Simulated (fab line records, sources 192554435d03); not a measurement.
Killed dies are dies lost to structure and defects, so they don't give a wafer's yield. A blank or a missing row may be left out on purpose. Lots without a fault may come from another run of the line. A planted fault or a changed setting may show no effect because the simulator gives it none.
fab line records | flow n5_finfet
record lots=8 wafers=21 last_day=20
route steps=1938 shown BEOL_M4@1109 BEOL_M5@1128 PASSIVATION@1936
lots that met no fault: from a run of the same line without faults
start_h: hours from the record's first day to the start of the lot's first wafer shown | wait_h: hours since the lot's step before | " the same as in the row above | L1.1+2: a row that stands for several wafers | - no value, or no start given | * or withheld: withheld | < > ~ a bound
route shown NAME@n: a module of which the file shows steps, and the number in the route of the first | usual: mean/standard deviation of fault-free wafers | same: alike in all rows | chamber/n: place in a boat | sites: the reading at each site | _std_site: their standard deviation | _edge_site: outer sites' mean less inner sites' | radius_mm: how far each site lies from the wafer's centre | mask NAME#n: copy n | behind: the tool/chamber that last shaped the wafer | hold: why the lot was held/for how many hours/how that ended | device: the transistor (n, p or np) that didn't switch | end of line: the same wafers' tests at the end of the route | a step without rows: its recipe alone | killed: dies lost to structure and defects at the first sort, not the wafer's yield | map: a wafer's dies, x killed, . not, _ none there
set.NAME: the setting as run; set.NAME@STEP: as run at that earlier step | model.NAME: the simulator's own value behind a step, which no gauge read
steps of the route over a sample of lots; a table a step, a row a wafer
services: from which hour (start_h, from the record's first day; less than 0 if before it) a tool's chamber was out of use, for how many hours, and why
## steps
# step N5_BEOL_M4_RS_MEAS_58
# recipe thk_meas_gauge=four-point-probe reads=Co_of_BEOL_M4_CO_CAP_55+Cu_of_BEOL_M4_ECD_50+Co_of_BEOL_M4_CVD_47+TaN_of_BEOL_M4_ALD_84
# usual M4_RS=0.67/0.032
# columns lot.wafer tool chamber start_h wait_h M4_RS[ohm/sq]
L984.1 film_metro-02 - 204.51 0.0 0.65
L984.2 " - " " 0.71
L984.6 " - " " 0.66
L986.3 film_metro-01 - 224.09 0.1 0.63
L986.4 " - " " 0.70
L986.5 " - " " 0.67
L989.3 film_metro-01 - 239.38 0.1 0.80
L989.6 " - " " 0.70
L994.3 film_metro-02 - 269.82 0.1 0.67
L994.4 " - " " 0.68
L995.3 film_metro-01 - 272.34 0.1 0.65
L995.4 " - " " 0.62
L997.2 film_metro-02 - 286.91 0.1 0.64
L997.5 " - " " 0.65
L997.6 " - " " 0.63
L998.1 film_metro-02 - 300.68 0.0 0.67
L998.4 " - " " 0.63
L998.5 " - " " 0.62
L102.1 film_metro-02 - 355.68 0.0 0.69
L102.2 " - " " 0.67
L102.3 " - " " 0.68
# step N5_BEOL_M4_RC_MEAS_101
# usual DIBL_N=36.7/1.8 DIBL_P=37.0/2.4 IOFF_N=0.17/0.036 IOFF_P=0.22/0.042 ION_N=673/12 ION_P=462/8.5 SS_N=71.7/0.62 SS_P=73.4/0.65 VT_N=250/3.7 VT_P=-250/3.7
# columns lot.wafer tool chamber start_h wait_h DIBL_N[mV/V] DIBL_P[mV/V] IOFF_N[nA/um] IOFF_P[nA/um] ION_N[uA/um] ION_P[uA/um] SS_N[mV/dec] SS_P[mV/dec] VT_N[mV] VT_P[mV]
L984.1 prober-01 0 204.56 0.0 37.7 38.4 0.17 0.21 670 455 72.2 73.5 251 -253
L984.2 " 0 " " 34.6 34.7 0.13 0.16 671 456 71.1 72.0 252 -255
L984.6 " 0 " " 35.9 35.1 0.14 0.17 655 447 71.1 73.6 252 -254
L986.3 prober-02 0 224.45 0.3 36.2 37.7 0.16 0.22 675 471 71.6 73.5 249 -246
L986.4 " 0 " " 33.3 33.2 0.12 0.17 663 460 71.1 72.6 254 -251
L986.5 " 0 " " 37.4 38.6 0.18 0.25 677 468 72.3 73.3 248 -248
L989.3 prober-01 0 239.74 0.3 34.9 35.6 0.12 0.18 649 449 71.2 73.3 256 -251
L989.6 " 0 " " 35.9 35.9 0.13 0.19 659 455 71.2 73.3 251 -254
L994.3 prober-02 0 270.18 0.3 36.7 38.9 0.19 0.27 693 477 71.0 73.6 246 -244
L994.4 " 0 " " 38.1 40.2 0.22 0.29 693 479 71.9 73.2 241 -246
L995.3 prober-02 0 272.70 0.3 36.2 37.1 0.15 0.22 677 474 71.6 73.1 249 -247
L995.4 " 0 " " 34.7 35.4 0.13 0.18 654 457 71.0 73.0 251 -251
L997.2 prober-02 0 287.12 0.2 38.5 35.5 0.19 0.22 677 463 73.4 73.6 249 -246
L997.5 " 0 " " 36.2 32.7 0.14 0.17 662 453 71.1 72.6 253 -251
L997.6 " 0 " " 35.7 33.9 0.16 0.20 686 471 71.4 72.8 250 -249
L998.1 prober-02 0 300.73 0.0 39.0 38.1 0.20 0.21 679 459 72.0 72.6 248 -252
L998.4 " 0 " " 38.3 37.9 0.18 0.22 678 469 72.0 73.0 247 -251
L998.5 " 0 " " 39.3 38.2 0.21 0.22 677 456 72.1 73.0 248 -249
L102.1 prober-01 0 355.73 0.0 36.6 36.4 0.15 0.19 669 454 71.8 72.8 251 -252
L102.2 " 0 " " 36.8 35.9 0.16 0.20 682 464 71.9 73.6 248 -253
L102.3 " 0 " " 35.9 35.0 0.14 0.18 670 455 71.6 73.4 251 -254
# step N5_BEOL_M5_INSPECT_13
# recipe mode=adi inspect_instrument=brightfield
# usual raw_defect_count=434/100
# columns lot.wafer tool chamber start_h wait_h raw_defect_count
L984.1 defect_inspect-02 - 207.82 0.1 332
L984.2 " - " " 413
L984.6 " - " " 494
L986.3 defect_inspect-01 - 227.91 0.0 309
L986.4 " - " " 414
L986.5 " - " " 403
L989.3 defect_inspect-02 - 243.45 0.0 479
L989.6 " - " " 506
L994.3 defect_inspect-02 - 272.90 0.0 506
L994.4 " - " " 485
L995.3 defect_inspect-02 - 276.63 0.0 267
L995.4 " - " " 294
L997.2 defect_inspect-02 - 291.01 0.0 361
L997.5 " - " " 406
L997.6 " - " " 346
L998.1 defect_inspect-01 - 303.81 0.1 466
L998.4 " - " " 499
L998.5 " - " " 441
L102.1 defect_inspect-02 - 358.71 0.1 445
L102.2 " - " " 474
L102.3 " - " " 430
# step N5_BEOL_M5_ETCH_72
# recipe chemistry=N2/H2 target=underlayer target_depth_a=65 mask_material=CAR-EUV time_s=5.2 ion_energy_ev=200 pressure_mtorr=30 source_w=840 bias_w=150 n2_flow_sccm=200 h2_flow_sccm=200 ends=cleared
# usual drypump_motor_current_A=5.7/0.44 etch_rf_on_time_s=5.21/0.14 oes_product_au=0.66/0.052 rf_vpp_V=523.6/2.7 showerhead_plenum_p_Torr=2.53/0.088 throttle_valve_pct=17.83/0.22
# columns lot.wafer tool chamber start_h wait_h drypump_motor_current_A etch_rf_on_time_s oes_product_au rf_hours_counter_h rf_vpp_V showerhead_plenum_p_Torr throttle_valve_pct
L984.1 rie_diel-06 0 207.89 0.0 5.9 5.08 0.64 170 526.6 2.65 17.68
L984.2 " 3 " " 5.7 5.27 0.64 165 526.9 2.63 17.73
L984.6 " 0 " " 5.9 5.08 0.64 - 526.5 2.65 17.70
L986.3 rie_diel-06 3 227.97 0.0 5.7 5.36 0.61 171 525.4 2.63 17.75
L986.4 " 0 " " 5.9 5.12 0.64 177 524.1 2.65 17.73
L986.5 " 2 " " 6.0 5.27 0.65 - 522.4 2.56 18.16
L989.3 rie_diel-06 1 243.52 0.0 5.5 5.12 0.67 138 519.3 2.36 18.11
L989.6 " 0 " " 5.9 5.08 0.64 - 526.9 2.65 17.71
L994.3 rie_diel-06 0 272.97 0.0 5.9 5.17 0.62 190 526.6 2.64 17.73
L994.4 " 1 " " 5.5 5.02 0.67 146 519.0 2.35 18.13
L995.3 rie_diel-06 3 276.69 0.0 5.7 5.27 0.62 183 526.9 2.62 17.79
L995.4 " 0 " " 5.9 5.07 0.63 191 525.1 2.64 17.72
L997.2 rie_diel-05 2 291.07 0.0 4.8 5.19 0.70 83 525.0 2.57 17.64
L997.5 " 3 " " 6.1 5.22 0.64 - 524.5 2.54 18.01
L997.6 " 0 " " 5.6 5.41 0.59 - 524.4 2.50 18.01
L998.1 rie_diel-03 0 304.00 0.0 5.5 5.08 0.62 204 523.4 2.53 17.75
L998.4 " 2 " " 6.1 5.05 0.62 203 519.6 2.42 17.58
L998.5 " 2 " " 6.1 5.04 0.64 - 522.6 2.42 17.58
L102.1 rie_diel-03 0 358.80 0.0 5.5 5.16 0.62 223 524.2 2.52 17.80
L102.2 " 3 " " 5.1 5.46 0.63 148 528.4 2.65 17.94
L102.3 " 0 " " 5.5 5.09 0.61 - 521.2 2.52 17.80
# step N5_BEOL_M5_ETCH_62
# recipe chemistry=N2/H2 target=SOC target_depth_a=750 overetch_a=150 mask_material=SiARC temp_c=40 time_s=112.5 ion_energy_ev=200 pressure_mtorr=30 source_w=840 bias_w=150 n2_flow_sccm=200 h2_flow_sccm=200
# usual drypump_motor_current_A=5.7/0.43 oes_product_au=0.61/0.045 rf_vpp_V=523.7/2.6 showerhead_plenum_p_Torr=2.53/0.088 throttle_valve_pct=17.79/0.22
# same time_s=112.5
# columns lot.wafer tool chamber start_h wait_h drypump_motor_current_A oes_product_au rf_hours_counter_h rf_vpp_V showerhead_plenum_p_Torr throttle_valve_pct
L984.1 rie_diel-06 0 207.93 0.0 5.9 0.59 170 526.3 2.65 17.66
L984.2 " 3 " " 5.7 0.60 165 525.7 2.63 17.73
L984.6 " 0 " " 5.9 0.60 - 527.2 2.65 17.65
L986.3 rie_diel-06 3 228.02 0.0 5.7 0.59 171 527.1 2.63 17.72
L986.4 " 0 " " 5.9 0.59 177 527.3 2.65 17.67
L986.5 " 2 " " 6.0 0.61 - 525.8 2.56 18.13
L989.3 rie_diel-06 1 243.56 0.0 5.6 0.56 138 518.2 2.36 18.08
L989.6 " 0 " " 5.9 0.53 - 525.5 2.65 17.65
L994.3 rie_diel-06 0 273.01 0.0 5.9 0.52 190 527.0 2.64 17.68
L994.4 " 1 " " 5.6 0.61 146 519.3 2.35 18.09
L995.3 rie_diel-06 3 276.74 0.0 5.7 0.51 183 526.0 2.62 17.74
L995.4 " 0 " " 5.9 0.58 191 526.7 2.64 17.68
L997.2 rie_diel-05 2 291.12 0.0 4.8 0.64 83 524.3 2.57 17.57
L997.5 " 3 " " 6.1 0.59 - 524.1 2.54 17.94
L997.6 " 0 " " 5.6 0.55 - 523.1 2.50 17.98
L998.1 rie_diel-03 0 304.04 0.0 5.5 0.57 204 522.7 2.53 17.74
L998.4 " 2 " " 6.1 0.57 203 520.2 2.42 17.53
L998.5 " 2 " " 6.2 0.57 - 521.1 2.42 17.55
L102.1 rie_diel-03 0 358.87 0.0 5.5 0.57 223 523.8 2.52 17.77
L102.2 " 3 " " 5.1 0.61 148 527.6 2.65 17.93
L102.3 " 0 " " 5.5 0.56 - 524.3 2.52 17.77
# step N5_BEOL_M5_HM_OPEN_17
# recipe chemistry=Cl2/BCl3 target_depth_a=200 overetch_a=60 target=TiN mask_material=SOC ion_energy_ev=150 pressure_mtorr=10 icp_w=1000 bias_w=126 Cl2_flow_sccm=53.25 bcl3_flow_sccm=21.75 Ar_flow_sccm=25
# usual drypump_motor_current_A=5.5/0.31 oes_product_au=0.64/0.078 throttle_valve_pct=22.10/0.22
# columns lot.wafer tool chamber start_h wait_h drypump_motor_current_A oes_product_au rf_hours_counter_h throttle_valve_pct
L984.1 rie_metal-01 0 208.10 0.0 6.0 0.52 120 22.24
L984.2 " 1 " " 5.2 0.61 71 22.46
L984.6 " 1 " " 5.2 0.61 - 22.45
L986.3 rie_metal-02 1 228.22 0.1 5.5 0.57 - 21.92
L986.4 " 0 " " 5.2 0.71 - 21.90
L986.5 " 0 " " 5.1 0.71 - 21.91
L989.3 rie_metal-01 1 243.79 0.1 5.2 0.26 - 23.11
L989.6 " 1 " " 5.2 0.26 - 23.12
L994.3 rie_metal-02 1 273.21 0.1 5.5 0.25 - 22.55
L994.4 " 0 " " 5.1 0.70 - 21.92
L995.3 rie_metal-03 0 276.94 0.1 6.0 0.26 - 23.01
L995.4 " 1 " " 5.5 0.74 - 22.06
L997.2 rie_metal-02 0 291.29 0.0 5.2 0.68 30 21.92
L997.5 " 0 " " 5.2 0.70 - 21.91
L997.6 " 1 " " 5.5 0.56 - 21.96
L998.1 rie_metal-03 1 304.21 0.0 5.5 0.75 13 22.06
L998.4 " 0 " " 6.0 0.60 - 22.35
L998.5 " 0 " " 6.0 0.60 - 22.34
L102.1 rie_metal-01 1 359.11 0.0 5.2 0.57 85 22.49
L102.2 " 0 " " 6.0 0.78 10 22.30
L102.3 " 0 " " 6.0 0.76 - 22.32
# step N5_BEOL_M5_CD_MEAS_18
# recipe pitch_nm=56 target_cd_nm=28
# usual cd_nm=27.9/0.37
# columns lot.wafer tool chamber start_h wait_h cd_nm
L984.1 cd_sem-02 - 208.28 0.0 28.4
L984.2 " - " " 28.4
L984.6 " - " " 28.1
L986.3 cd_sem-01 - 228.37 0.1 28.1
L986.4 " - " " 27.4
L986.5 " - " " 28.0
L989.3 cd_sem-03 - 244.01 0.1 -
L989.6 " - " " -
L994.3 cd_sem-03 - 273.36 0.1 -
L994.4 " - " " 27.9
L995.3 cd_sem-01 - 277.09 0.1 -
L995.4 " - " " 27.7
L997.2 cd_sem-02 - 291.47 0.1 27.9
L997.5 " - " " 27.9
L997.6 " - " " 28.7
L998.1 cd_sem-02 - 304.51 0.0 28.0
L998.4 " - " " 27.3
L998.5 " - " " 27.0
L102.1 cd_sem-01 - 359.31 0.1 28.3
L102.2 " - " " 28.7
L102.3 " - " " 28.6
# step N5_BEOL_M5_OCD_MEAS_38
# usual trench_depth_nm=71.5/1.4
# columns lot.wafer tool chamber start_h wait_h trench_depth_nm
L984.1 ocd-02 - 210.64 - 70.4
L984.2 " - " " 71.4
L984.6 " - " " 70.5
L986.3 ocd-01 - 229.44 - 70.9
L986.4 " - " " 71.7
L986.5 " - " " 70.2
L989.3 ocd-02 - 247.25 - -
L989.6 " - " " -
L994.3 ocd-01 - 275.97 - -
L994.4 " - " " 72.8
L995.3 ocd-02 - 282.03 - -
L995.4 " - " " 71.4
L997.2 ocd-02 - 292.53 - 72.3
L997.5 " - " " 72.3
L997.6 " - " " 72.6
L998.1 ocd-01 - 306.59 - 71.0
L998.4 " - " " 71.1
L998.5 " - " " 71.8
L102.1 ocd-02 - 362.61 - 72.7
L102.2 " - " " 73.9
L102.3 " - " " 70.1
# step N5_PASSIVATION_PROBE_49
# usual defect_limited_yield=91.1/1.4 killed_at_M0_to_M3=32/9.3 killed_at_M4_up=13/5.8 killed_at_contacts=12/6.3 killed_at_front_end=44/12 killed_at_other=3.6/2.7 killed_dies=104/17 killed_on_rim=14/3.9 killed_open=69/13 killed_short=34/6.9 sort_bin_5_function=5.2/0.98 sort_bin_6_memory=3.3/0.59 sort_n_pass=1075/17 sort_yield_pct=91.1/1.4
# same gross_dies=1180 killed_at_back_side=0 sort_bin_4_leakage[%]=0 sort_bin_8_speed[%]=0
# columns lot.wafer tool chamber start_h wait_h defect_limited_yield[%] killed_at_M0_to_M3 killed_at_M4_up killed_at_contacts killed_at_front_end killed_at_other killed_dies killed_on_rim killed_open killed_short sort_bin_5_function[%] sort_bin_6_memory[%] sort_n_pass sort_yield_pct[%]
L989.3 prober-01 - 345.18 0.1 0 38 1068 21 52 1 1180 152 98 38 95.6 4.2 0 0
L989.6 prober-01 - 345.33 0.3 0 44 1067 26 43 0 1180 152 78 50 95.3 4.1 0 0
L995.3 prober-02 - 376.28 0.1 0 40 1060 8 69 3 1180 152 95 36 95.8 3.8 0 0
L995.4 prober-02 - 376.33 0.2 90.6 34 8 10 53 6 111 19 77 32 4.9 3.9 1069 90.6
L994.3 prober-02 - 391.18 0.1 0 28 1097 11 44 0 1180 152 48 45 97.2 2.6 0 0
L994.4 prober-02 - 391.23 0.2 90.9 35 17 24 28 3 107 19 73 33 5.7 2.8 1073 90.9
# killed by level:class
L989.3 BEOL_M5:area_etch=1044 BEOL_M2:geometric_particle:open=21 MOL_CONTACT_COAG:geometric_particle:open=17 STI_FIN_REVEAL:geometric_particle:open=12 BEOL_M4:geometric_particle:open=9 FIN_SAQP:geometric_particle:open=7 DUMMY_GATE:geometric_particle:open=6 BEOL_M0_SAQP:geometric_particle:short=6
L989.6 BEOL_M5:area_etch=1052 BEOL_M2:geometric_particle:open=20 MOL_CONTACT_COAG:geometric_particle:open=17 BEOL_M1:geometric_particle:short=10 MOL_CONTACT_COAG:geometric_particle:short=9 FIN_SAQP:geometric_particle:short=8 STI_FIN_REVEAL:geometric_particle:open=7 BEOL_M4:geometric_particle:open=7
L995.3 BEOL_M5:area_etch=1049 STI_FIN_REVEAL:geometric_particle:open=18 FIN_SAQP:geometric_particle:open=16 DUMMY_GATE:geometric_particle:open=11 FIN_SAQP:geometric_particle:short=9 BEOL_M2:geometric_particle:open=8 BEOL_M0:geometric_particle:open=8 MOL_CONTACT_COAG:geometric_particle:open=7
L995.4 BEOL_M0_SAQP:geometric_particle:open=10 STI_FIN_REVEAL:geometric_particle:open=8 MOL_CONTACT_COAG:geometric_particle:open=8 FIN_SAQP:geometric_particle:open=7 STARTING-WAFER:geometric_particle:open=7 GATE_CUT:geometric_particle:short=6 BEOL_M3:geometric_particle:open=6 FIN_SAQP:geometric_particle:short=5
L994.3 BEOL_M5:area_etch=1087 FIN_SAQP:geometric_particle:short=15 BEOL_M0_SAQP:geometric_particle:short=11 BEOL_M2:geometric_particle:open=10 MOL_CONTACT_COAG:geometric_particle:open=8 FIN_SAQP:geometric_particle:open=5 GATE_CUT:geometric_particle:short=5 DUMMY_GATE:geometric_particle:open=4
L994.4 MOL_CONTACT_COAG:geometric_particle:open=19 BEOL_M0_SAQP:geometric_particle:short=18 BEOL_M4:geometric_particle:open=10 FIN_SAQP:geometric_particle:open=8 BEOL_M0_SAQP:geometric_particle:open=8 STI_FIN_REVEAL:geometric_particle:open=5 MOL_CONTACT_COAG:geometric_particle:short=5 BEOL_M2:geometric_particle:open=4
## services
# columns tool chamber start_h hours kind
rie_diel-06 - 190.75 2.8 pm
rie_diel-05 0 192.21 5.8 repair
rie_diel-05 - 195.70 0.7 repair
rie_diel-03 2 225.59 2.0 repair
rie_metal-01 0 240.96 - clean
rie_metal-01 0 240.96 16.8 scheduled_down
rie_metal-01 0 240.96 16.8 vent_cycle
rie_diel-05 0 241.22 3.8 repair
rie_diel-06 3 291.19 8.3 repair
rie_metal-02 0 294.22 2.1 repair
rie_metal-01 1 296.52 8.2 repair
rie_diel-05 0 320.99 2.0 repair
rie_diel-06 1 332.37 8.2 repair
rie_diel-05 0 334.81 - clean
rie_diel-05 0 334.81 - consumable_replace:focus_ring
rie_diel-05 0 334.81 13.4 scheduled_down
rie_diel-05 0 334.81 13.4 vent_cycle
rie_diel-03 1 353.01 10.2 repair
rie_diel-03 2 354.84 6.4 repair
## key
first_sign step=N5_BEOL_M5_ETCH_62 reading=oes_product_au direction=down sigmas=1.9 usual=0.61 struck=0.53
effect step=N5_BEOL_M5_HM_OPEN_17 reading=oes_product_au direction=down sigmas=4.9 usual=0.64 struck=0.26
effect step=N5_BEOL_M5_CD_MEAS_18 reading=cd_nm direction=missing
effect step=N5_BEOL_M5_OCD_MEAS_38 reading=trench_depth_nm direction=missing
effect step=N5_PASSIVATION_PROBE_49 reading=killed_at_M4_up direction=up sigmas=99+ usual=13 struck=1073
more_kills_born_at N5_BEOL_M5_ETCH_62@rie_diel-06=4232
met_at N5_BEOL_M5_ETCH_62
struck_lots L989,L994,L995
struck_wafers L989.3,L989.6,L994.3,L995.3
later_rows_left_out L989.3,L989.6,L994.3,L995.3
not_acting_at N5_BEOL_M4_RS_MEAS_58,N5_BEOL_M5_INSPECT_13,N5_BEOL_M5_ETCH_72
onset_between 228.02 243.56
fault kind=process_parameter_drift tool=rie_diel-06 chamber=- onset_h=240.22 steps=N5_BEOL_M5_ETCH_62 channel=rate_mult offset=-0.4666 shape=step end_h=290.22 scope=struck_wafers_only
# later_rows_left_out: the simulator's readings of these wafers behind a module that went badly wrong aren't trusted and aren't shown, but for the sort
